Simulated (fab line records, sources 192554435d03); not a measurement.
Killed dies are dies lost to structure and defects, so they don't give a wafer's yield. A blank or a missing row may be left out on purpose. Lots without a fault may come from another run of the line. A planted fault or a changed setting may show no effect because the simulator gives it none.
Split-lot experiment | flow n5_finfet | 7 lots, 21 wafers read, on a route of 1938 steps

THE SPLIT
At N5_BEOL_M1_EXPOSE_08 (exposes mask M1), the setting dose_mj was moved away from the recipe's 33 on 5 of the 21 wafers read, by -6.7% to -2.7%. The other wafers ran this setting at the recipe's value.

FROM THE SPLIT TO THE READING: what the file shows between them, 17 steps
- N5_BEOL_M1_PEB_09: peb time 60 s
- N5_BEOL_M1_DEVELOP_10: develop time 30 s
- N5_BEOL_M1_CD_MEAS_11: target cd 17.05 nm
- N5_BEOL_M1_DESCUM_16: chemistry O2, time 7 s
- N5_BEOL_M1_ETCH_74: etches underlayer in N2/H2, target depth 6.5 nm, time 5.2 s
- N5_BEOL_M1_ETCH_63: etches SiARC in CF4, target depth 15.6 nm, time 26 s
- N5_BEOL_M1_ETCH_64: etches SOC in N2/H2, target depth 75 nm, overetch 15 nm, time 112.5 s
- N5_BEOL_M1_HM_OPEN_17: chemistry Cl2/BCl3, target TiN, target depth 20 nm, overetch 6 nm
- N5_BEOL_M1_STRIP_19: strips in O2
- N5_BEOL_M1_CD_MEAS_18: pitch 36 nm, target cd 18 nm
- N5_BEOL_M1_COAT_67: time 60 s, resist thk 60 nm
- N5_BEOL_M1_COAT_68: time 60 s, resist thk 12 nm
- N5_BEOL_M1_STRIP_97: strips in N2/H2, time 10 s
- N5_BEOL_M1_HM_STRIP_39: strips TiN in peroxide tin strip, target depth 25 nm, time 158 s
- N5_BEOL_M1_SRD_40: time 30 s
- N5_BEOL_M1_PRECLEAN_42: cleans in residue remover, time 60 s
- N5_BEOL_M1_SRD_43: time 30 s

THE READING
cd_nm, in nm, at N5_BEOL_M1_CD_MEAS_35 (target cd 18 nm, target cd y 21 nm). Fault-free wafers of this fab line usually give 18.1 nm, standard deviation 0.37 nm.

wafer  | tool, chamber at the split | dose_mj as run | against the recipe | cd_nm, nm | against lot-mates on the recipe
L076.1 | euv_scanner-02, 0          | 33             | recipe             | 17.9      | -
L076.4 | euv_scanner-02, 0          | 30.78          | -6.7%              | 16.5      | -1.4
L076.5 | euv_scanner-02, 0          | 30.78          | -6.7%              | 16.5      | -1.4
L075.2 | euv_scanner-01, 0          | 33             | recipe             | 17.9      | -
L075.3 | euv_scanner-01, 0          | 33             | recipe             | 17.4      | -
L075.4 | euv_scanner-01, 0          | 31.14          | -5.6%              | 16.6      | -1.0
L078.1 | euv_scanner-01, 0          | 33             | recipe             | 18.7      | -
L078.4 | euv_scanner-01, 0          | 33             | recipe             | 18.4      | -
L078.6 | euv_scanner-01, 0          | 33             | recipe             | 18.6      | -
L084.1 | euv_scanner-02, 0          | 33             | recipe             | 18.1      | -
L084.2 | euv_scanner-02, 0          | 33             | recipe             | 18.0      | -
L084.5 | euv_scanner-02, 0          | 33             | recipe             | 18.4      | -
L090.1 | euv_scanner-02, 0          | 33             | recipe             | 17.7      | -
L090.2 | euv_scanner-02, 0          | 33             | recipe             | 17.6      | -
L090.4 | euv_scanner-02, 0          | 33             | recipe             | 17.9      | -
L094.1 | euv_scanner-01, 0          | 33             | recipe             | 19.0      | -
L094.3 | euv_scanner-01, 0          | 33             | recipe             | 18.1      | -
L094.5 | euv_scanner-01, 0          | 32.1           | -2.7%              | 18.1      | -0.4
L095.1 | euv_scanner-02, 0          | 30.98          | -6.1%              | 16.8      | -1.1
L095.2 | euv_scanner-02, 0          | 33             | recipe             | 17.8      | -
L095.6 | euv_scanner-02, 0          | 33             | recipe             | 18.0      | -

THE FIT
A straight line over all 21 wafers: cd_nm changes by +0.229 nm for each +1% of dose_mj; r = +0.83; the points scatter about the line by 0.41 nm.
The same after taking each lot's own level away (the mean of its wafers on the recipe; 21 wafers): +0.196 nm for each +1%; r = +0.93; scatter 0.2 nm.
On that fit, the largest move of dose_mj shifts the reading by 1.3 nm.
The lots' own levels span 17.65 to 18.57 nm, that is 2.5 times the standard deviation above.
So the lot-to-lot level changes the slope: the two fits differ.
Check: with one of the wafers moved furthest among these (-6.7%) left out of the fit, the line predicts -1.29 nm for it against its lot-mates. It came out at -1.4 nm against them.

OTHER SPLITS ON THESE WAFERS
These wafers also went through other splits before the reading. Each is held against what the fit with the lots' levels taken away leaves over:
other split on the same wafers   | wafers away from the commonest value | r with cd_nm (lot level and that fit taken away)
N5_BEOL_M0_SAQP_COAT_08 spin_rpm | 4                                    | -0.17
N5_BEOL_M1_PECVD_72 temp_c       | 6                                    | -0.13

THE WHOLE CHAIN: every reading that the file lists as answering this split, in the file's order
step                  | what it does                                                | reading                                                               | change (the file's fit)               | r (the file's)
N5_BEOL_M1_CD_MEAS_11 | target cd 17.05 nm                                          | cd_nm                                                                 | +0.239 nm for each +1% of the setting | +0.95
N5_BEOL_M1_ETCH_74    | etches underlayer in N2/H2, target depth 6.5 nm, time 5.2 s | BEOL_M1.cd_offset_nm (the simulator's own value, which no gauge read) | +0.215 nm for each +1% of the setting | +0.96
N5_BEOL_M1_CD_MEAS_18 | pitch 36 nm, target cd 18 nm                                | cd_nm                                                                 | +0.198 nm for each +1% of the setting | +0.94
N5_BEOL_M1_CD_MEAS_35 | target cd 18 nm, target cd y 21 nm                          | cd_nm                                                                 | +0.192 nm for each +1% of the setting | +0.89

THE FILE'S OWN FIT
cd_nm changes by +0.192 nm for each +1% of dose_mj, r = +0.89.
